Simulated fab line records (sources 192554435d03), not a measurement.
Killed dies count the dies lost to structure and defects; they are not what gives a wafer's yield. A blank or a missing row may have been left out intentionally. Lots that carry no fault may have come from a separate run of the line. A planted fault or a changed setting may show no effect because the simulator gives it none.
fab line records | flow n5_finfet
[record] lots = 7 | wafers = 21
route steps=1938 shown BEOL_M10@1496 BEOL_M11@1543 BEOL_M13@1661 BEOL_M14@1770 BEOL_M15@1809 PASSIVATION@1901
start_h: start of the lot's first displayed wafer, in hours after the record's first day | wait_h: hours from the lot's prior step to this one | " identical to the entry in the row above | L1.1+2: a row that stands for several wafers | - no value present, or no start provided | * or withheld: withheld | < > ~ a bound
route shown NAME@n: a module of which the file shows steps, and the number in the route of the first | usual: mean/standard deviation taken from wafers without a fault | same: alike in all rows | chamber/n: place in a boat | sites: per-site readings | _std_site: how widely they spread, as a standard deviation | _edge_site: the outer-site mean with the inner-site mean subtracted | radius_mm: for every site, how far away it sits from the centre of the wafer | mask NAME#n: copy n | behind: the tool/chamber that last shaped the wafer | hold: why the lot went on hold/how many hours it stayed there/how the hold came to an end | device: the transistor (n, p or np) that didn't switch | end of line: the same wafers' tests at the end of the route | a step given without rows: its recipe and nothing more | killed: count of dies lost to structure and defects at first sort (not the wafer's yield) | map: the dies of a wafer, with x for killed, . for not killed, _ for no die there
set.NAME: the setting that was run; set.NAME@STEP: the one run at that earlier step | model.NAME: the simulator's own value behind a step, which no gauge read
lots whose settings were changed on purpose; a table a step, a row a wafer
[[steps]]
[step N5_BEOL_M10_COAT_22]
[recipe] resist = CAR-ArF | spin_rpm = 1500 | resist_thk_nm = 90
lot.wafer | tool           | chamber | start_h | wait_h | set.spin_rpm | model.CAR-ArF_of_BEOL_M10_COAT_22.thk_nm
L079.2    | litho_track-03 | 0       | -       | -      | 1413         | 92.4
L079.4    | "              | 0       | "       | "      | 1500         | 89.4
L079.5    | "              | 0       | "       | "      | 1413         | 92.2
L083.1+3  | litho_track-03 | 0       | -       | -      | 1369         | 93.8
L083.5    | "              | 0       | "       | "      | 1500         | 89.4
L084.4+5  | litho_track-01 | 0       | -       | -      | 1500         | 90
L084.6    | "              | 0       | "       | "      | 1500         | 89.8
L088.4    | litho_track-02 | 0       | -       | -      | 1500         | 89.8
L088.5    | "              | 0       | "       | "      | 1500         | 90.2
L088.6    | "              | 0       | "       | "      | 1379         | 94
L093.2    | litho_track-03 | 0       | -       | -      | 1500         | 89.8
L093.5    | "              | 0       | "       | "      | 1500         | 89.6
L093.6    | "              | 0       | "       | "      | 1336         | 95.2
L095.2+6  | litho_track-02 | 0       | -       | -      | 1500         | 90
L095.4    | "              | 0       | "       | "      | 1500         | 90.2
L097.1    | litho_track-01 | 0       | -       | -      | 1355         | 95
L097.4    | "              | 0       | "       | "      | 1500         | 90.4
L097.6    | "              | 0       | "       | "      | 1355         | 95.2
[step N5_BEOL_M10_EBR_24]
[recipe] solvent = PGMEA | ebr_width_mm = 1.5
[step N5_BEOL_M10_SOFTBAKE_23]
[recipe] temp_c = 110 | time_s = 60 | resist = CAR-ArF
[step N5_BEOL_M10_EXPOSE_25]
[recipe] mask_id = V9 | na = 1.35 | source_shape = annular | sigma_inner = 0.5 | sigma_outer = 0.8 | polarization = unpolarized | dose_mj = 85.5
[step N5_BEOL_M10_PEB_26]
[recipe] peb_temp_c = withheld | peb_time_s = 60 | resist = CAR-ArF
[step N5_BEOL_M10_DEVELOP_27]
[recipe] develop_time_s = 30 | developer = TMAH | resist = CAR-ArF | rinse_liquid = diw | dry = air_spin | dev_temp_c = 23
lot.wafer  | tool           | chamber | start_h | wait_h | set.spin_rpm@BEOL_M10_COAT_22 | model.CAR-ArF_of_BEOL_M10_COAT_22.thk_nm
L079.2     | litho_track-01 | 0       | -       | -      | 1413                          | 90.6
L079.4     | "              | 0       | "       | "      | 1500                          | 87.8
L079.5     | "              | 0       | "       | "      | 1413                          | 90.4
L083.1+3   | litho_track-03 | 0       | -       | -      | 1369                          | 92.2
L083.5     | "              | 0       | "       | "      | 1500                          | 87.8
L084.4+5+6 | litho_track-01 | 0       | -       | -      | 1500                          | 88.2
L088.4     | litho_track-02 | 0       | -       | -      | 1500                          | 88.2
L088.5     | "              | 0       | "       | "      | 1500                          | 88.4
L088.6     | "              | 0       | "       | "      | 1379                          | 92.4
L093.2+5   | litho_track-01 | 0       | -       | -      | 1500                          | 88
L093.6     | "              | 0       | "       | "      | 1336                          | 93.4
L095.2+4+6 | litho_track-02 | 0       | -       | -      | 1500                          | 88.4
L097.1     | litho_track-02 | 0       | -       | -      | 1355                          | 93.2
L097.4     | "              | 0       | "       | "      | 1500                          | 88.8
L097.6     | "              | 0       | "       | "      | 1355                          | 93.4
[step N5_BEOL_M10_DESCUM_33]
[recipe] chemistry = O2 | time_s = 7.9 | source_power_w = 50 | bias_power_w = 20 | pressure_mtorr = 20 | rf_frequency_hz = 2.712e+07 | temp_c = 40 | resist = CAR-ArF | o2_flow_sccm = 225
lot.wafer | tool        | chamber | start_h | wait_h | set.spin_rpm@BEOL_M10_COAT_22 | model.CAR-ArF_of_BEOL_M10_COAT_22.thk_nm
L079.2    | rie_diel-06 | 2       | 264.81  | 0.3    | 1413                          | 85.8
L079.4    | "           | 0       | "       | "      | 1500                          | 82.8
L079.5    | "           | 0       | "       | "      | 1413                          | 85.6
L083.1    | rie_diel-01 | 0       | 265.04  | 0.4    | 1369                          | 87.4
L083.3    | "           | 2       | "       | "      | 1369                          | 87.2
L083.5    | "           | 0       | "       | "      | 1500                          | 83
L084.4+6  | rie_diel-03 | 0       | 286.86  | 0.0    | 1500                          | 83.2
L084.5    | "           | 1       | "       | "      | 1500                          | 83.4
L088.4    | rie_diel-01 | 0       | 305.15  | 0.0    | 1500                          | 83.4
L088.5    | "           | 2       | "       | "      | 1500                          | 83.6
L088.6    | "           | 3       | "       | "      | 1379                          | 87.4
L093.2    | rie_diel-06 | 3       | 335.92  | 0.0    | 1500                          | 83.4
L093.5    | "           | 1       | "       | "      | 1500                          | 83.2
L093.6    | "           | 0       | "       | "      | 1336                          | 88.6
L095.2    | rie_diel-01 | 3       | 365.92  | 0.0    | 1500                          | 83.4
L095.4    | "           | 0       | "       | "      | 1500                          | 83.8
L095.6    | "           | 2       | "       | "      | 1500                          | 83.6
L097.1    | rie_diel-06 | 0       | 371.92  | 0.0    | 1355                          | 88.4
L097.4    | "           | 3       | "       | "      | 1500                          | 84
L097.6    | "           | 1       | "       | "      | 1355                          | 88.6
[step N5_BEOL_M11_COAT_05]
[recipe] resist = CAR-ArF | spin_rpm = 1500 | resist_thk_nm = 90
lot.wafer  | tool           | chamber | start_h | wait_h | set.spin_rpm | model.CAR-ArF_of_BEOL_M11_COAT_05.thk_nm
L079.2+4   | litho_track-04 | 0       | -       | -      | 1500         | 89.6
L079.5     | "              | 0       | "       | "      | 1500         | 90
L083.1+3   | litho_track-05 | 0       | -       | -      | 1500         | 90
L083.5     | "              | 0       | "       | "      | 1399         | 93.4
L084.4+5+6 | litho_track-01 | 0       | -       | -      | 1500         | 89.6
L088.4     | litho_track-04 | 0       | -       | -      | 1500         | 90
L088.5     | "              | 0       | "       | "      | 1500         | 90.4
L088.6     | "              | 0       | "       | "      | 1500         | 89.8
L093.2+5   | litho_track-01 | 0       | -       | -      | 1500         | 90
L093.6     | "              | 0       | "       | "      | 1500         | 89.8
L095.2     | litho_track-01 | 0       | -       | -      | 1622         | 86.6
L095.4     | "              | 0       | "       | "      | 1500         | 90.2
L095.6     | "              | 0       | "       | "      | 1500         | 90
L097.1     | litho_track-04 | 0       | -       | -      | 1564         | 87.6
L097.4+6   | "              | 0       | "       | "      | 1500         | 89.8
[step N5_BEOL_M11_EBR_07]
[recipe] solvent = PGMEA | ebr_width_mm = 1.5
[step N5_BEOL_M11_SOFTBAKE_06]
[recipe] temp_c = 110 | time_s = 60 | resist = CAR-ArF
[step N5_BEOL_M11_EXPOSE_08]
[recipe] mask_id = M11 | na = 1.35 | source_shape = dipole | sigma_inner = 0.411 | sigma_outer = 0.611 | polarization = te | dose_mj = 53.75
[step N5_BEOL_M11_PEB_09]
[recipe] peb_temp_c = withheld | peb_time_s = 60 | resist = CAR-ArF
[step N5_BEOL_M11_DEVELOP_10]
[recipe] develop_time_s = 30 | developer = TMAH | resist = CAR-ArF | rinse_liquid = diw | dry = air_spin | dev_temp_c = 23
lot.wafer  | tool           | chamber | start_h | wait_h | set.spin_rpm@BEOL_M11_COAT_05 | model.CAR-ArF_of_BEOL_M11_COAT_05.thk_nm
L079.2     | litho_track-05 | 0       | -       | -      | 1500                          | 88
L079.4     | "              | 0       | "       | "      | 1500                          | 87.8
L079.5     | "              | 0       | "       | "      | 1500                          | 88.2
L083.1     | litho_track-05 | 0       | -       | -      | 1500                          | 88.2
L083.3     | "              | 0       | "       | "      | 1500                          | 88.4
L083.5     | "              | 0       | "       | "      | 1399                          | 91.8
L084.4+5+6 | litho_track-04 | 0       | -       | -      | 1500                          | 88
L088.4     | litho_track-01 | 0       | -       | -      | 1500                          | 88.4
L088.5     | "              | 0       | "       | "      | 1500                          | 88.6
L088.6     | "              | 0       | "       | "      | 1500                          | 88.2
L093.2+5+6 | litho_track-04 | 0       | -       | -      | 1500                          | 88.2
L095.2     | litho_track-01 | 0       | -       | -      | 1622                          | 84.8
L095.4     | "              | 0       | "       | "      | 1500                          | 88.6
L095.6     | "              | 0       | "       | "      | 1500                          | 88.4
L097.1     | litho_track-01 | 0       | -       | -      | 1564                          | 86
L097.4     | "              | 0       | "       | "      | 1500                          | 88.2
L097.6     | "              | 0       | "       | "      | 1500                          | 88
[step N5_BEOL_M11_DESCUM_16]
[recipe] chemistry = O2 | time_s = 7.9 | source_power_w = 50 | bias_power_w = 20 | pressure_mtorr = 20 | rf_frequency_hz = 2.712e+07 | temp_c = 40 | resist = CAR-ArF | o2_flow_sccm = 225
lot.wafer | tool        | chamber | start_h | wait_h | set.spin_rpm@BEOL_M11_COAT_05 | model.CAR-ArF_of_BEOL_M11_COAT_05.thk_nm
L079.2    | rie_diel-05 | 2       | 269.67  | 0.0    | 1500                          | 83
L079.4    | "           | 1       | "       | "      | 1500                          | 83.2
L079.5    | "           | 3       | "       | "      | 1500                          | 83.4
L083.1+3  | rie_diel-02 | 1,2     | 272.18  | 0.1    | 1500                          | 83.4
L083.5    | "           | 0       | "       | "      | 1399                          | 87
L084.4    | rie_diel-04 | 2       | 295.14  | 0.1    | 1500                          | 83
L084.5+6  | "           | 0,1     | "       | "      | 1500                          | 83.2
L088.4    | rie_diel-05 | 0       | 310.55  | 0.1    | 1500                          | 83.6
L088.5    | "           | 3       | "       | "      | 1500                          | 83.8
L088.6    | "           | 2       | "       | "      | 1500                          | 83.2
L093.2+5  | rie_diel-02 | 2,0     | 343.80  | 0.4    | 1500                          | 83.4
L093.6    | "           | 1       | "       | "      | 1500                          | 83.2
L095.2    | rie_diel-02 | 1       | 373.09  | 0.0    | 1622                          | 80
L095.4    | "           | 3       | "       | "      | 1500                          | 83.8
L095.6    | "           | 3       | "       | "      | 1500                          | 83.6
L097.1    | rie_diel-04 | 0       | 380.20  | 0.0    | 1564                          | 81.2
L097.4    | "           | 1       | "       | "      | 1500                          | 83.4
L097.6    | "           | 2       | "       | "      | 1500                          | 83.2
[step N5_BEOL_M11_TRENCH_ETCH_37]
[recipe] chemistry = C4F6/O2 | target_depth_a = 1488.3 | target = SiCOH_lowk | time_s = 48 | ion_energy_ev = 250 | pressure_mtorr = 30 | source_w = 345 | bias_w = 185 | Ar_flow_sccm = 300 | C4F6_flow_sccm = 10 | O2_flow_sccm = 10
[usual] rf_vpp_V = 670/20
lot.wafer | tool        | chamber | start_h | wait_h | set.bias_w | rf_vpp_V
L079.2    | rie_diel-05 | 0       | -       | -      | 160.5      | 619
L079.4    | "           | 3       | "       | "      | 185        | 657
L079.5    | "           | 3       | "       | "      | 185        | 658
L083.1    | rie_diel-02 | 3       | -       | -      | 215.6      | 760
L083.3    | "           | 2       | "       | "      | 185        | 651
L083.5    | "           | 0       | "       | "      | 215.6      | 768
L084.4    | rie_diel-02 | 2       | -       | -      | 185        | 652
L084.5    | "           | 0       | "       | "      | 185        | 680
L084.6    | "           | 3       | "       | "      | 185        | 673
L088.4    | rie_diel-05 | 0       | -       | -      | 185        | 691
L088.5    | "           | 3       | "       | "      | 185        | 657
L088.6    | "           | 2       | "       | "      | 185        | 646
L093.2    | rie_diel-05 | 3       | -       | -      | 185        | 656
L093.5    | "           | 0       | "       | "      | 185        | 691
L093.6    | "           | 1       | "       | "      | 185        | 659
L095.2    | rie_diel-05 | 3       | -       | -      | 185        | 656
L095.4    | "           | 1       | "       | "      | 185        | 660
L095.6    | "           | 3       | "       | "      | 185        | 657
L097.1    | rie_diel-04 | 1       | -       | -      | 185        | 691
L097.4    | "           | 0       | "       | "      | 185        | 702
L097.6    | "           | 3       | "       | "      | 172.2      | 642
[step N5_BEOL_M13_COAT_58]
[recipe] resist = BARC | temp_c = 205 | time_s = 60 | spin_rpm = 1500 | resist_thk_nm = 89
lot.wafer  | tool           | chamber | start_h | wait_h | set.spin_rpm | model.BARC_of_BEOL_M13_COAT_58.thk_nm
L079.2+4+5 | litho_track-03 | 0       | 284.01  | 0.0    | 1500         | 89
L083.1     | litho_track-01 | 0       | 284.73  | 0.0    | 1376         | 92.4
L083.3     | "              | 0       | "       | "      | 1376         | 92.8
L083.5     | "              | 0       | "       | "      | 1376         | 92.6
L084.4     | litho_track-01 | 0       | 308.04  | 0.0    | 1500         | 89.2
L084.5+6   | "              | 0       | "       | "      | 1500         | 89
L088.4     | litho_track-03 | 0       | 321.92  | 0.0    | 1500         | 89.2
L088.5     | "              | 0       | "       | "      | 1628         | 85.6
L088.6     | "              | 0       | "       | "      | 1500         | 88.8
L093.2     | litho_track-05 | 0       | 360.11  | 0.0    | 1500         | 88.8
L093.5     | "              | 0       | "       | "      | 1602         | 86
L093.6     | "              | 0       | "       | "      | 1500         | 89.2
L095.2+6   | litho_track-05 | 0       | 384.64  | 0.0    | 1500         | 89.2
L095.4     | "              | 0       | "       | "      | 1500         | 88.8
L097.1+6   | litho_track-03 | 0       | 391.59  | 0.0    | 1606         | 86
L097.4     | "              | 0       | "       | "      | 1500         | 89
[step N5_BEOL_M13_COAT_04]
[recipe] spin_rpm = 1625 | resist_thk_nm = 400
[step N5_BEOL_M13_EBR_06]
[recipe] solvent = PGMEA | ebr_width_mm = 1.5
[step N5_BEOL_M13_DESCUM_15]
[recipe] chemistry = O2 | time_s = 7.9 | source_power_w = 50 | bias_power_w = 20 | pressure_mtorr = 20 | rf_frequency_hz = 2.712e+07 | temp_c = 40 | o2_flow_sccm = 225
[step N5_BEOL_M13_ETCH_59]
[recipe] chemistry = N2/H2 | target = BARC | target_depth_a = 890 | overetch_a = 267 | time_s = 67.9 | ion_energy_ev = 200 | pressure_mtorr = 30 | source_w = 840 | bias_w = 150 | n2_flow_sccm = 200 | h2_flow_sccm = 200
lot.wafer | tool        | chamber | start_h | wait_h | set.spin_rpm@BEOL_M13_COAT_58 | model.etch.depth_nm
L079.2    | rie_diel-05 | 2       | 284.60  | 0.0    | 1500                          | 89.09
L079.4    | "           | 0       | "       | "      | 1500                          | 89.01
L079.5    | "           | 3       | "       | "      | 1500                          | 89.02
L083.1    | rie_diel-02 | 1       | 285.25  | 0.0    | 1376                          | 92.4
L083.3    | "           | 2       | "       | "      | 1376                          | 92.84
L083.5    | "           | 3       | "       | "      | 1376                          | 92.52
L084.4    | rie_diel-04 | 3       | 308.58  | 0.0    | 1500                          | 89.21
L084.5    | "           | 3       | "       | "      | 1500                          | 88.91
L084.6    | "           | 0       | "       | "      | 1500                          | 88.97
L088.4    | rie_diel-04 | 3       | 322.36  | 0.0    | 1500                          | 89.17
L088.5    | "           | 3       | "       | "      | 1628                          | 85.52
L088.6    | "           | 0       | "       | "      | 1500                          | 88.84
L093.2    | rie_diel-04 | 1       | 360.68  | 0.0    | 1500                          | 88.89
L093.5    | "           | 2       | "       | "      | 1602                          | 85.95
L093.6    | "           | 1       | "       | "      | 1500                          | 89.1
L095.2    | rie_diel-04 | 2       | 385.04  | 0.0    | 1500                          | 89.13
L095.4    | "           | 0       | "       | "      | 1500                          | 88.8
L095.6    | "           | 2       | "       | "      | 1500                          | 89.22
L097.1    | rie_diel-02 | 1       | 392.11  | 0.0    | 1606                          | 85.91
L097.4    | "           | 3       | "       | "      | 1500                          | 88.92
L097.6    | "           | 2       | "       | "      | 1606                          | 86.1
[step N5_BEOL_M13_VIA_ETCH_16]
[recipe] chemistry = C4F8/O2/Ar | target = SiOC | pressure_mtorr = 30 | source_w = 3000 | bias_w = 700 | Ar_flow_sccm = 400 | C4F8_flow_sccm = 15 | O2_flow_sccm = 8 | he_inner_torr = 15 | he_outer_torr = 30 | target_depth_a = 9217 | time_s = withheld | ion_energy_ev = 250 | ends = cleared
[step N5_BEOL_M13_STRIP_63]
[recipe] chemistry = N2/H2 | power_w = 1000 | temp_c = 250 | h2_frac = 0.65 | overash_fraction = 0.3 | pressure_mtorr = 1000 | n2_flow_sccm = 1750 | h2_flow_sccm = 3250
[step N5_BEOL_M13_STRIP_64]
[recipe] chemistry = N2/H2 | power_w = 1000 | temp_c = 250 | h2_frac = 0.65 | overash_fraction = 0.3 | pressure_mtorr = withheld | n2_flow_sccm = 1750 | h2_flow_sccm = 3250
[usual] strip_time_to_endpoint_s = 31.32/0.079
lot.wafer | tool            | chamber | start_h | wait_h | set.spin_rpm@BEOL_M13_COAT_58 | strip_time_to_endpoint_s
L079.2    | plasma_asher-01 | 0       | 284.95  | 0.0    | 1500                          | 31.33
L079.4    | "               | 1       | "       | "      | 1500                          | 31.32
L079.5    | "               | 0       | "       | "      | 1500                          | 31.31
L083.1    | plasma_asher-01 | 0       | 285.60  | 0.0    | 1376                          | 32.29
L083.3    | "               | 1       | "       | "      | 1376                          | 32.42
L083.5    | "               | 1       | "       | "      | 1376                          | 32.32
L084.4    | plasma_asher-01 | 0       | 308.95  | 0.0    | 1500                          | 31.39
L084.5    | "               | 0       | "       | "      | 1500                          | 31.30
L084.6    | "               | 1       | "       | "      | 1500                          | 31.30
L088.4    | plasma_asher-02 | 0       | 322.72  | 0.0    | 1500                          | 31.36
L088.5    | "               | 1       | "       | "      | 1628                          | 30.32
L088.6    | "               | 0       | "       | "      | 1500                          | 31.27
L093.2    | plasma_asher-02 | 1       | 361.03  | 0.0    | 1500                          | 31.28
L093.5    | "               | 1       | "       | "      | 1602                          | 30.45
L093.6    | "               | 0       | "       | "      | 1500                          | 31.34
L095.2    | plasma_asher-02 | 1       | 385.38  | 0.0    | 1500                          | 31.35
L095.4    | "               | 0       | "       | "      | 1500                          | 31.25
L095.6    | "               | 0       | "       | "      | 1500                          | 31.38
L097.1    | plasma_asher-02 | 0       | 392.46  | 0.0    | 1606                          | 30.43
L097.4    | "               | 1       | "       | "      | 1500                          | 31.30
L097.6    | "               | 1       | "       | "      | 1606                          | 30.47
[step N5_BEOL_M14_DEP_53]
[recipe] material = SiCN | target_thk_a = 500 | temp_c = withheld | precursor = 3MS/NH3 | pressure_torr = 3 | rf_w = 675 | time_s = 17.8
lot.wafer | tool     | chamber | start_h | wait_h | set.time_s | model.SiCN_of_BEOL_M14_DEP_53.thk_nm
L079.2    | pecvd-03 | 2       | 296.40  | 0.0    | 17.8       | 50.4
L079.4    | "        | 2       | "       | "      | 17.8       | 51.2
L079.5    | "        | 1       | "       | "      | 17.8       | 50
L083.1    | pecvd-03 | 1       | 297.26  | 0.0    | 20.26      | 56
L083.3    | "        | 0       | "       | "      | 17.8       | 49.2
L083.5    | "        | 0       | "       | "      | 20.26      | 57.2
L084.4    | pecvd-03 | 0       | 316.27  | 0.0    | 17.8       | 50.6
L084.5    | "        | 1       | "       | "      | 17.8       | 50
L084.6    | "        | 2       | "       | "      | 17.8       | 51.4
L088.4    | pecvd-03 | 0       | 333.58  | 0.0    | 17.8       | 50.2
L088.5    | "        | 1       | "       | "      | 17.8       | 49.8
L088.6    | "        | 2       | "       | "      | 17.8       | 50.4
L093.2    | pecvd-01 | 1       | 373.90  | 0.0    | 15.24      | 42.8
L093.5    | "        | 0       | "       | "      | 17.8       | 50.4
L093.6    | "        | 2       | "       | "      | 17.8       | 51
L095.2    | pecvd-04 | 0       | 392.53  | 0.0    | 16.21      | 45
L095.4+6  | "        | 0,2     | "       | "      | 16.21      | 46
L097.1    | pecvd-03 | 2       | 401.41  | 0.0    | 17.8       | 50.4
L097.4    | "        | 2       | "       | "      | 17.8       | 51
L097.6    | "        | 0       | "       | "      | 16.43      | 46
[step N5_BEOL_M15_TRENCH_ETCH_34]
[recipe] chemistry = C4F8/O2/Ar | target = SiO2 | target_depth_a = 8729.3 | he_inner_torr = 15 | he_outer_torr = 30 | time_s = 199 | ion_energy_ev = 800 | pressure_mtorr = 20 | source_w = 1905 | bias_w = 2040 | Ar_flow_sccm = 400 | C4F8_flow_sccm = 16 | O2_flow_sccm = 12
[usual] rf_vpp_V = 2230/59
lot.wafer | tool        | chamber | start_h | wait_h | set.bias_w | rf_vpp_V
L079.2    | rie_diel-04 | 1       | 298.84  | 0.0    | 2040       | 2302
L079.4    | "           | 3       | "       | "      | 2040       | 2261
L079.5    | "           | 1       | "       | "      | 2040       | 2302
L083.1    | rie_diel-04 | 1       | 299.79  | 0.0    | 2040       | 2300
L083.3    | "           | 2       | "       | "      | 2040       | 2129
L083.5    | "           | 3       | "       | "      | 2160       | 2354
L084.4    | rie_diel-05 | 3       | 318.77  | 0.1    | 2040       | 2197
L084.5    | "           | 2       | "       | "      | 2040       | 2174
L084.6    | "           | 0       | "       | "      | 2040       | 2299
L088.4    | rie_diel-04 | 0       | 336.13  | 0.0    | 2358       | 2570
L088.5    | "           | 1       | "       | "      | 2358       | 2538
L088.6    | "           | 0       | "       | "      | 2358       | 2570
L093.2    | rie_diel-04 | 0       | 376.78  | 0.0    | 1716       | 2062
L093.5    | "           | 0       | "       | "      | 2040       | 2328
L093.6    | "           | 3       | "       | "      | 1716       | 2000
L095.2    | rie_diel-02 | 1       | 395.09  | 0.0    | 2040       | 2199
L095.4    | "           | 2       | "       | "      | 2040       | 2180
L095.6    | "           | 1       | "       | "      | 2040       | 2200
L097.1    | rie_diel-05 | 3       | 404.11  | 0.0    | 2040       | 2197
L097.4    | "           | 2       | "       | "      | 2357       | 2402
L097.6    | "           | 3       | "       | "      | 2040       | 2196
[step N5_PASSIVATION_EXPOSE_27]
[recipe] mask_id = PAD | na = 0.55 | source_shape = conventional | sigma_outer = 0.8 | polarization = unpolarized | defocus_nm = 0 | dose_mj = 32.3
lot.wafer  | tool           | chamber | start_h | wait_h | mask  | set.dose_mj
L079.2+5   | krf_scanner-01 | 0       | 314.13  | -      | PAD#0 | 33.1
L079.4     | "              | 0       | "       | "      | PAD#0 | 32.3
L083.1+5   | krf_scanner-02 | 0       | 314.91  | -      | PAD#0 | 34.64
L083.3     | "              | 0       | "       | "      | PAD#0 | 32.3
L084.4+5+6 | krf_scanner-02 | 0       | 332.08  | -      | PAD#0 | 32.3
L088.4+6   | krf_scanner-01 | 0       | 348.26  | -      | PAD#0 | 31.02
L088.5     | "              | 0       | "       | "      | PAD#0 | 32.3
L093.2+5+6 | krf_scanner-02 | 0       | 390.68  | -      | PAD#0 | 32.3
L095.2     | krf_scanner-02 | 0       | 405.18  | -      | PAD#0 | 32.3
L095.4+6   | "              | 0       | "       | "      | PAD#0 | 34.49
L097.1+4   | krf_scanner-01 | 0       | 414.34  | -      | PAD#0 | 34.29
L097.6     | "              | 0       | "       | "      | PAD#0 | 32.3
[step N5_PASSIVATION_PEB_28]
[recipe] peb_temp_c = withheld | peb_time_s = *
[step N5_PASSIVATION_DEVELOP_29]
[recipe] develop_time_s = 60 | rinse_liquid = diw | dry = air_spin | dev_temp_c = 21
[step N5_PASSIVATION_HARDBAKE_31]
[recipe] temp_c = 130 | time_s = 120
[step N5_PASSIVATION_CD_MEAS_30]
[recipe] target_cd_nm = 4000 | landing_energy_ev = 500 | detector = se_inlens | polarity = opening
[usual] cd_nm = 3999.2/2.2
lot.wafer | tool      | chamber | start_h | wait_h | set.dose_mj@PASSIVATION_EXPOSE_27 | cd_nm
L079.2    | cd_sem-03 | 0       | 314.31  | -      | 33.1                              | 4000.4
L079.4    | "         | 0       | "       | "      | 32.3                              | 3997.3
L079.5    | "         | 0       | "       | "      | 33.1                              | 4005.0
L083.1    | cd_sem-01 | 0       | 315.09  | -      | 34.64                             | 4012.4
L083.3    | "         | 0       | "       | "      | 32.3                              | 4000.9
L083.5    | "         | 0       | "       | "      | 34.64                             | 4008.4
L084.4    | cd_sem-01 | 0       | 332.24  | -      | 32.3                              | 3997.4
L084.5    | "         | 0       | "       | "      | 32.3                              | 3998.1
L084.6    | "         | 0       | "       | "      | 32.3                              | 3995.7
L088.4    | cd_sem-01 | 0       | 348.42  | -      | 31.02                             | 3990.6
L088.5    | "         | 0       | "       | "      | 32.3                              | 3997.7
L088.6    | "         | 0       | "       | "      | 31.02                             | 3991.9
L093.2    | cd_sem-03 | 0       | 390.85  | -      | 32.3                              | 4000.1
L093.5    | "         | 0       | "       | "      | 32.3                              | 4000.4
L093.6    | "         | 0       | "       | "      | 32.3                              | 4000.4
L095.2    | cd_sem-01 | 0       | 405.35  | -      | 32.3                              | 3999.0
L095.4    | "         | 0       | "       | "      | 34.49                             | 4009.4
L095.6    | "         | 0       | "       | "      | 34.49                             | 4008.9
L097.1    | cd_sem-02 | 0       | 414.52  | -      | 34.29                             | 4009.7
L097.4    | "         | 0       | "       | "      | 34.29                             | 4012.1
L097.6    | "         | 0       | "       | "      | 32.3                              | 3997.4
[[key]]
[split] step = N5_BEOL_M10_COAT_22 | setting = spin_rpm | stated = 1500 | by = wafer
[response] step = N5_BEOL_M10_COAT_22 | reading = model.CAR-ArF_of_BEOL_M10_COAT_22.thk_nm | change = -0.498 | per = 1% | r = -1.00
[response] step = N5_BEOL_M10_DEVELOP_27 | reading = model.CAR-ArF_of_BEOL_M10_COAT_22.thk_nm | change = -0.489 | per = 1% | r = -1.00
[response] step = N5_BEOL_M10_DESCUM_33 | reading = model.CAR-ArF_of_BEOL_M10_COAT_22.thk_nm | change = -0.483 | per = 1% | r = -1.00
[split] step = N5_BEOL_M11_COAT_05 | setting = spin_rpm | stated = 1500 | by = wafer
[response] step = N5_BEOL_M11_COAT_05 | reading = model.CAR-ArF_of_BEOL_M11_COAT_05.thk_nm | change = -0.468 | per = 1% | r = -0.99
[response] step = N5_BEOL_M11_DEVELOP_10 | reading = model.CAR-ArF_of_BEOL_M11_COAT_05.thk_nm | change = -0.483 | per = 1% | r = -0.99
[response] step = N5_BEOL_M11_DESCUM_16 | reading = model.CAR-ArF_of_BEOL_M11_COAT_05.thk_nm | change = -0.488 | per = 1% | r = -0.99
[split] step = N5_BEOL_M11_TRENCH_ETCH_37 | setting = bias_w | stated = 185 | by = wafer
[response] step = N5_BEOL_M11_TRENCH_ETCH_37 | reading = rf_vpp_V | change = +5.53 | per = 1% | r = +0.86
[split] step = N5_BEOL_M13_COAT_58 | setting = spin_rpm | stated = 1500 | by = wafer
[response] step = N5_BEOL_M13_COAT_58 | reading = model.BARC_of_BEOL_M13_COAT_58.thk_nm | change = -0.418 | per = 1% | r = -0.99
[response] step = N5_BEOL_M13_ETCH_59 | reading = model.etch.depth_nm | change = -0.42 | per = 1% | r = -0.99
[response] step = N5_BEOL_M13_STRIP_64 | reading = strip_time_to_endpoint_s | change = * | per = 1% | r = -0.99
[split] step = N5_BEOL_M14_DEP_53 | setting = time_s | stated = 17.8 | by = wafer
[response] step = N5_BEOL_M14_DEP_53 | reading = model.SiCN_of_BEOL_M14_DEP_53.thk_nm | change = +0.551 | per = 1% | r = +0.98
[split] step = N5_BEOL_M15_TRENCH_ETCH_34 | setting = bias_w | stated = 2040 | by = wafer
[response] step = N5_BEOL_M15_TRENCH_ETCH_34 | reading = rf_vpp_V | change = +16.5 | per = 1% | r = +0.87
[split] step = N5_PASSIVATION_EXPOSE_27 | setting = dose_mj | stated = 32.3 | by = wafer
[response] step = N5_PASSIVATION_CD_MEAS_30 | reading = cd_nm | change = +1.64 | per = 1% | r = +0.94
